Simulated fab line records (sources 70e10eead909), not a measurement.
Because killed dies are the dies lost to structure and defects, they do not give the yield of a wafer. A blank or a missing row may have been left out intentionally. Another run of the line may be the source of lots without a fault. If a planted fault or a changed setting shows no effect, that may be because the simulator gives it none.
Problem report, 8D (eight disciplines) form, completed by code	flow nand_harc	the parts of the form that need people (team, actions taken, sign-off) are left out

1. WHAT WENT WRONG
At NHARC_END_SORT_01, killed_at_periphery averages 82.8 over 6 wafers from 2 lots, while fault-free wafers read 3.8, standard deviation 2.8. That puts it +28 standard deviations away from the usual mean.
Earliest sighting: wafer L203.3 on prober-02 at day 27 10:55. The record has a number at this step for 6 wafers belonging to 2 lots. The rule behind "out" and "out of limits": a value lying over 4 standard deviations away from the usual mean. The other wafers with a number count as sound.

2. WHAT THIS IS AND IS NOT
question	is	is not
which readings at this step	killed_at_periphery	killed_at_array, killed_open, killed_short
which lots	L203, L206	-
which wafers of those lots	all that have a number	-
read on which gauges	prober-02	-
when	from day 27 10:55	up to then (0 sound wafers)

3. SUSPECTS, AND WHAT RULES EACH OUT
Counting: a tool at any process step up to the reading remains a suspect when it ran all the lots that are out and ran no sound lot after the first of those.
- the gauge at NHARC_END_SORT_01: kept. All the wafers that are out were read on prober-02, and no step on other tools shows them out.
- cvd_w-02 at NHARC_P_CONTACT_CVD_23 (deposits W, target thk 200 nm, time 557 s): kept. It ran every lot that is out, first L203 (day 9 05:25), and no sound lot after that.
Remaining after the count are cvd_w-02 at NHARC_P_CONTACT_CVD_23 and prober-02 at NHARC_END_SORT_01.

4. THE CAUSE (what the simulator had put in)
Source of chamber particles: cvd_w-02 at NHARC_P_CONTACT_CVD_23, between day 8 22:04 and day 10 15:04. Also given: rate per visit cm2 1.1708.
2 suspects survive the count, and this tool is in that group.

5. THE CHAIN OF EFFECTS, in route order
One row per reading whose mean, taken over the struck wafers that have a number, lies over 3 standard deviations from the usual. Readings are gone through only where the record gives a usual standard deviation; hours: the median, over the lots, of the time from a lot's start at the first step in this table giving one to that lot's start at this step; sigmas: the change measured in usual standard deviations.
hours	step	reading	usual	on struck wafers	change	sigmas
0	NHARC_END_SORT_01	killed_at_periphery	3.8	82.8	+79.0	+28

6. HOW IT WOULD HAVE BEEN CAUGHT EARLIER
Counted from the fault's start at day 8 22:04, it took 445 hours until the first out-of-limits reading at a measuring or inspecting step in this record, taken at day 27 10:55.
No tool reading at NHARC_P_CONTACT_CVD_23 that has a usual standard deviation in the record was out on any struck wafer, so an alarm limit of 4 standard deviations on those readings would not have fired.
The start of NHARC_P_CONTACT_CVD_23 on cvd_w-02 came by day 27 10:55 for every one of the lots that are out (2). None of them would have been spared by holding the tool at that moment.
